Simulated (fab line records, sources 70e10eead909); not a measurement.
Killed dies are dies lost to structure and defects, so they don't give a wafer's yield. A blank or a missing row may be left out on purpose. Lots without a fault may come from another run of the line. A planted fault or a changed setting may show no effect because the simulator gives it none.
Chamber matching | flow nand_harc | NHARC_A_STAIRCASE_ETCH_271 on rie_diel-13: 4 sister chambers
The step etches the open film in CF4/CHF3. 8 wafers are shown with their chamber, then 9 later ones without.

WAFERS WITH THEIR CHAMBER
wafer  | chamber | showerhead_plenum_p_Torr (Torr) | rf_vpp_V (V)
L081.2 | 1       | 1.61                            | 370.3
L081.4 | 0       | 1.62                            | 371.8
L081.6 | 2       | 1.52                            | 368.2
L086.3 | 0       | 1.62                            | 372.8
L086.6 | 1       | 1.61                            | 372.0
L089.1 | 3       | 1.57                            | 370.6
L089.4 | 2       | 1.51                            | 369.0
L089.6 | 3       | 1.57                            | 370.2

WAFERS WITHOUT THEIR CHAMBER
wafer  | showerhead_plenum_p_Torr (Torr) | rf_vpp_V (V)
L091.2 | 1.61                            | 372.0
L091.3 | 1.57                            | 370.7
L091.6 | 1.61                            | 372.5
L094.1 | 1.61                            | 371.6
L094.2 | 1.51                            | 367.0
L094.4 | 1.60                            | 373.5
L097.2 | 1.61                            | 371.6
L097.4 | 1.57                            | 370.2
L097.5 | 1.50                            | 368.0

WHICH CHAMBER EACH WENT THROUGH
wafer  | from the rows above     | in truth
L091.2 | can't be placed: 1 or 0 | 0
L091.3 | 3                       | 3
L091.6 | can't be placed: 1 or 0 | 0
L094.1 | 1                       | 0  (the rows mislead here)
L094.2 | 2                       | 2
L094.4 | can't be placed: 1 or 0 | 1
L097.2 | 1                       | 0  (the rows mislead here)
L097.4 | 3                       | 3
L097.5 | 2                       | 2
Placed correctly: 4 of 9. Can't be placed from these rows: 3 (the true chamber is among the candidates in 3). Placed wrongly: 2.
How it was worked out, from the rows above alone: a wafer's distance from a chamber is the root of the sum, over the readings, of the square of ((its reading less the chamber's mean) divided by the reading's scatter). The wafer belongs to the nearest chamber; if the next one is less than 2 further off, it can't be placed. A chamber's mean is the mean of its shown wafers. The scatter: the root of (the sum of the squares of (reading less its chamber's mean) over the shown wafers, divided by (wafers less chambers)).
